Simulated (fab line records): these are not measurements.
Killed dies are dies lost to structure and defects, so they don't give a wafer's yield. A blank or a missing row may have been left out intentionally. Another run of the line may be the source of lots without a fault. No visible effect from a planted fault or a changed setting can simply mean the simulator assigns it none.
Split-lot study || flow n5-finfet || 7 lots, 39 wafers read, on a route of 1938 steps

== ON THE SPLIT ==
At N5_BEOL_M13_ILD_DEP_00 (deposits SiOC from DEMS/O2, target thk 837.92 nm, time 166.4 s), the setting target-thk-a was moved away from the recipe's 8379.2 angstrom on 15 of the 39 wafers read, by -31.8% to +57.3%. The other wafers ran this setting at the recipe's value.

Between the split and the reading, the file records no step.

== THE READING ==
At N5_BEOL_M13_THK_MEAS_01: M13_ILD_THK, given in nm. Typical for fault-free wafers on this fab line: 840 nm, with standard deviation 13 nm.

{"wafer": "L075.1", "tool, chamber at the split": "pecvd-01, 0", "target-thk-a as run, angstrom": 8379.2, "against the recipe": "recipe", "M13_ILD_THK, nm": 819, "against lot-mates on the recipe": "-"}
{"wafer": "L075.2", "tool, chamber at the split": "pecvd-01, 2", "target-thk-a as run, angstrom": 8379.2, "against the recipe": "recipe", "M13_ILD_THK, nm": 839, "against lot-mates on the recipe": "-"}
{"wafer": "L075.3", "tool, chamber at the split": "pecvd-01, 1", "target-thk-a as run, angstrom": 8379.2, "against the recipe": "recipe", "M13_ILD_THK, nm": 851, "against lot-mates on the recipe": "-"}
{"wafer": "L075.4", "tool, chamber at the split": "pecvd-01, 1", "target-thk-a as run, angstrom": 8379.2, "against the recipe": "recipe", "M13_ILD_THK, nm": 865, "against lot-mates on the recipe": "-"}
{"wafer": "L075.5", "tool, chamber at the split": "pecvd-01, 2", "target-thk-a as run, angstrom": 8379.2, "against the recipe": "recipe", "M13_ILD_THK, nm": 855, "against lot-mates on the recipe": "-"}
{"wafer": "L075.6", "tool, chamber at the split": "pecvd-01, 0", "target-thk-a as run, angstrom": 8379.2, "against the recipe": "recipe", "M13_ILD_THK, nm": 846, "against lot-mates on the recipe": "-"}
{"wafer": "L078.1", "tool, chamber at the split": "pecvd-02, 2", "target-thk-a as run, angstrom": 8379.2, "against the recipe": "recipe", "M13_ILD_THK, nm": 808, "against lot-mates on the recipe": "-"}
{"wafer": "L078.2", "tool, chamber at the split": "pecvd-02, 1", "target-thk-a as run, angstrom": 8379.2, "against the recipe": "recipe", "M13_ILD_THK, nm": 803, "against lot-mates on the recipe": "-"}
{"wafer": "L078.3", "tool, chamber at the split": "pecvd-02, 0", "target-thk-a as run, angstrom": 8379.2, "against the recipe": "recipe", "M13_ILD_THK, nm": 830, "against lot-mates on the recipe": "-"}
{"wafer": "L078.4", "tool, chamber at the split": "pecvd-02, 2", "target-thk-a as run, angstrom": 5711, "against the recipe": "-31.8%", "M13_ILD_THK, nm": 559, "against lot-mates on the recipe": -255}
{"wafer": "L078.5", "tool, chamber at the split": "pecvd-02, 1", "target-thk-a as run, angstrom": 5711, "against the recipe": "-31.8%", "M13_ILD_THK, nm": 549, "against lot-mates on the recipe": -265}
{"wafer": "L078.6", "tool, chamber at the split": "pecvd-02, 0", "target-thk-a as run, angstrom": 5711, "against the recipe": "-31.8%", "M13_ILD_THK, nm": 580, "against lot-mates on the recipe": -234}
{"wafer": "L079.1", "tool, chamber at the split": "pecvd-02, 2", "target-thk-a as run, angstrom": 13180, "against the recipe": "+57.3%", "M13_ILD_THK, nm": 1299, "against lot-mates on the recipe": "+467"}
{"wafer": "L079.2", "tool, chamber at the split": "pecvd-02, 1", "target-thk-a as run, angstrom": 8379.2, "against the recipe": "recipe", "M13_ILD_THK, nm": 814, "against lot-mates on the recipe": "-"}
{"wafer": "L079.3", "tool, chamber at the split": "pecvd-02, 0", "target-thk-a as run, angstrom": 13180, "against the recipe": "+57.3%", "M13_ILD_THK, nm": 1322, "against lot-mates on the recipe": "+490"}
{"wafer": "L079.4", "tool, chamber at the split": "pecvd-02, 1", "target-thk-a as run, angstrom": 8379.2, "against the recipe": "recipe", "M13_ILD_THK, nm": 822, "against lot-mates on the recipe": "-"}
{"wafer": "L079.5", "tool, chamber at the split": "pecvd-02, 0", "target-thk-a as run, angstrom": 8379.2, "against the recipe": "recipe", "M13_ILD_THK, nm": 861, "against lot-mates on the recipe": "-"}
{"wafer": "L079.6", "tool, chamber at the split": "pecvd-02, 2", "target-thk-a as run, angstrom": 13180, "against the recipe": "+57.3%", "M13_ILD_THK, nm": 1317, "against lot-mates on the recipe": "+485"}
{"wafer": "L087.1", "tool, chamber at the split": "pecvd-01, 0", "target-thk-a as run, angstrom": 11010, "against the recipe": "+31.4%", "M13_ILD_THK, nm": 1082, "against lot-mates on the recipe": "+247"}
{"wafer": "L087.2", "tool, chamber at the split": "pecvd-01, 2", "target-thk-a as run, angstrom": 11010, "against the recipe": "+31.4%", "M13_ILD_THK, nm": 1086, "against lot-mates on the recipe": "+251"}
{"wafer": "L087.3", "tool, chamber at the split": "pecvd-01, 1", "target-thk-a as run, angstrom": 11010, "against the recipe": "+31.4%", "M13_ILD_THK, nm": 1083, "against lot-mates on the recipe": "+248"}
{"wafer": "L087.4", "tool, chamber at the split": "pecvd-01, 0", "target-thk-a as run, angstrom": 8379.2, "against the recipe": "recipe", "M13_ILD_THK, nm": 830, "against lot-mates on the recipe": "-"}
{"wafer": "L087.5", "tool, chamber at the split": "pecvd-01, 1", "target-thk-a as run, angstrom": 8379.2, "against the recipe": "recipe", "M13_ILD_THK, nm": 834, "against lot-mates on the recipe": "-"}
{"wafer": "L087.6", "tool, chamber at the split": "pecvd-01, 2", "target-thk-a as run, angstrom": 8379.2, "against the recipe": "recipe", "M13_ILD_THK, nm": 840, "against lot-mates on the recipe": "-"}
{"wafer": "L088.2", "tool, chamber at the split": "pecvd-02, 1", "target-thk-a as run, angstrom": 8379.2, "against the recipe": "recipe", "M13_ILD_THK, nm": 831, "against lot-mates on the recipe": "-"}
{"wafer": "L088.3", "tool, chamber at the split": "pecvd-02, 2", "target-thk-a as run, angstrom": 8379.2, "against the recipe": "recipe", "M13_ILD_THK, nm": 839, "against lot-mates on the recipe": "-"}
{"wafer": "L088.4", "tool, chamber at the split": "pecvd-02, 2", "target-thk-a as run, angstrom": 8379.2, "against the recipe": "recipe", "M13_ILD_THK, nm": 850, "against lot-mates on the recipe": "-"}
{"wafer": "L092.1", "tool, chamber at the split": "pecvd-01, 0", "target-thk-a as run, angstrom": 11740, "against the recipe": "+40.1%", "M13_ILD_THK, nm": 1171, "against lot-mates on the recipe": "+330"}
{"wafer": "L092.2", "tool, chamber at the split": "pecvd-01, 2", "target-thk-a as run, angstrom": 11740, "against the recipe": "+40.1%", "M13_ILD_THK, nm": 1166, "against lot-mates on the recipe": "+325"}
{"wafer": "L092.3", "tool, chamber at the split": "pecvd-01, 1", "target-thk-a as run, angstrom": 8379.2, "against the recipe": "recipe", "M13_ILD_THK, nm": 838, "against lot-mates on the recipe": "-"}
{"wafer": "L092.4", "tool, chamber at the split": "pecvd-01, 1", "target-thk-a as run, angstrom": 8379.2, "against the recipe": "recipe", "M13_ILD_THK, nm": 841, "against lot-mates on the recipe": "-"}
{"wafer": "L092.5", "tool, chamber at the split": "pecvd-01, 2", "target-thk-a as run, angstrom": 8379.2, "against the recipe": "recipe", "M13_ILD_THK, nm": 843, "against lot-mates on the recipe": "-"}
{"wafer": "L092.6", "tool, chamber at the split": "pecvd-01, 0", "target-thk-a as run, angstrom": 11740, "against the recipe": "+40.1%", "M13_ILD_THK, nm": 1188, "against lot-mates on the recipe": "+347"}
{"wafer": "L093.1", "tool, chamber at the split": "pecvd-01, 0", "target-thk-a as run, angstrom": 8379.2, "against the recipe": "recipe", "M13_ILD_THK, nm": 825, "against lot-mates on the recipe": "-"}
{"wafer": "L093.2", "tool, chamber at the split": "pecvd-01, 2", "target-thk-a as run, angstrom": 8379.2, "against the recipe": "recipe", "M13_ILD_THK, nm": 822, "against lot-mates on the recipe": "-"}
{"wafer": "L093.3", "tool, chamber at the split": "pecvd-01, 1", "target-thk-a as run, angstrom": 10260, "against the recipe": "+22.4%", "M13_ILD_THK, nm": 1022, "against lot-mates on the recipe": "+191"}
{"wafer": "L093.4", "tool, chamber at the split": "pecvd-01, 2", "target-thk-a as run, angstrom": 10260, "against the recipe": "+22.4%", "M13_ILD_THK, nm": 1026, "against lot-mates on the recipe": "+195"}
{"wafer": "L093.5", "tool, chamber at the split": "pecvd-01, 1", "target-thk-a as run, angstrom": 10260, "against the recipe": "+22.4%", "M13_ILD_THK, nm": 1039, "against lot-mates on the recipe": "+208"}
{"wafer": "L093.6", "tool, chamber at the split": "pecvd-01, 0", "target-thk-a as run, angstrom": 8379.2, "against the recipe": "recipe", "M13_ILD_THK, nm": 845, "against lot-mates on the recipe": "-"}

FIT RESULTS
A straight line over all 39 wafers: M13_ILD_THK changes by +8.37 nm for each +1% of target-thk-a; r = +1.00; the points scatter about the line by 15 nm.
The same after taking each lot's own level away (the mean of its wafers on the recipe; 39 wafers): +8.24 nm for each +1%; r = +1.00; scatter 13 nm.
Per that fit: largest target-thk-a move, reading shift of 4.7e+02 nm.
From 813.7 to 845.8 nm: that is the span of the lots' own levels, equal to 2.5 times the standard deviation above.
Consequently the slope shifts little with the lot-to-lot level, the two slopes agreeing.
Check: for one of the wafers moved furthest among these (+57.3%), held out of the fit, the line's prediction against its lot-mates is +476 nm. Against them it came out at +467 nm.

== THE WHOLE CHAIN: every reading that the file lists as answering this split, in the file's order ==
{"step": "N5_BEOL_M13_ILD_DEP_00", "what it does": "deposits SiOC from DEMS/O2, target thk 837.92 nm, time 166.4 s", "reading": "SiOC_of_BEOL_M13_ILD_DEP_00.thk-nm (the simulator's own value, which no gauge read)", "change (the file's fit)": "+8.28 nm for each +1% of the setting", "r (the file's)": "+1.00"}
{"step": "N5_BEOL_M13_THK_MEAS_01", "what it does": "", "reading": "M13_ILD_THK", "change (the file's fit)": "+8.28 for each +1% of the setting", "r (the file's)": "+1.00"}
{"step": "N5_BEOL_M13_VIA_ETCH_16", "what it does": "etches SiOC in C4F8/O2/Ar, target depth 921.7 nm", "reading": "etch.depth-nm (the simulator's own value, which no gauge read)", "change (the file's fit)": "+8.28 nm for each +1% of the setting", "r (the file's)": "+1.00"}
{"step": "N5_BEOL_M13_VIA_ETCH_16", "what it does": "etches SiOC in C4F8/O2/Ar, target depth 921.7 nm", "reading": "BARC_of_BEOL_M13_COAT_58.thk-nm (the simulator's own value, which no gauge read)", "change (the file's fit)": "not straight: 89.13 at the lowest setting, 89.04 at the recipe, 17.2 at the highest", "r (the file's)": "not given"}
{"step": "N5_BEOL_M13_VIA_ETCH_16", "what it does": "etches SiOC in C4F8/O2/Ar, target depth 921.7 nm", "reading": "coat_of_BEOL_M13_COAT_04.thk-nm (the simulator's own value, which no gauge read)", "change (the file's fit)": "-1.76 nm for each +1% of the setting", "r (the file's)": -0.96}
{"step": "N5_BEOL_M13_STRIP_63", "what it does": "strips in N2/H2", "reading": "oes-product-au", "change (the file's fit)": "not straight: 0.703 at the lowest setting, 0.674 at the recipe, 0.229 at the highest", "r (the file's)": "not given"}
{"step": "N5_BEOL_M13_STRIP_63", "what it does": "strips in N2/H2", "reading": "strip-time-to-endpoint-s", "change (the file's fit)": "not straight: withheld at the lowest setting, withheld at the recipe, withheld at the highest", "r (the file's)": "not given"}
{"step": "N5_BEOL_M13_STRIP_64", "what it does": "strips in N2/H2", "reading": "strip-time-to-endpoint-s", "change (the file's fit)": "not straight: withheld at the lowest setting, withheld at the recipe, withheld at the highest", "r (the file's)": "not given"}

== THE FILE'S OWN FIT ==
M13_ILD_THK changes by +8.28 nm for each +1% of target-thk-a, r = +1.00.
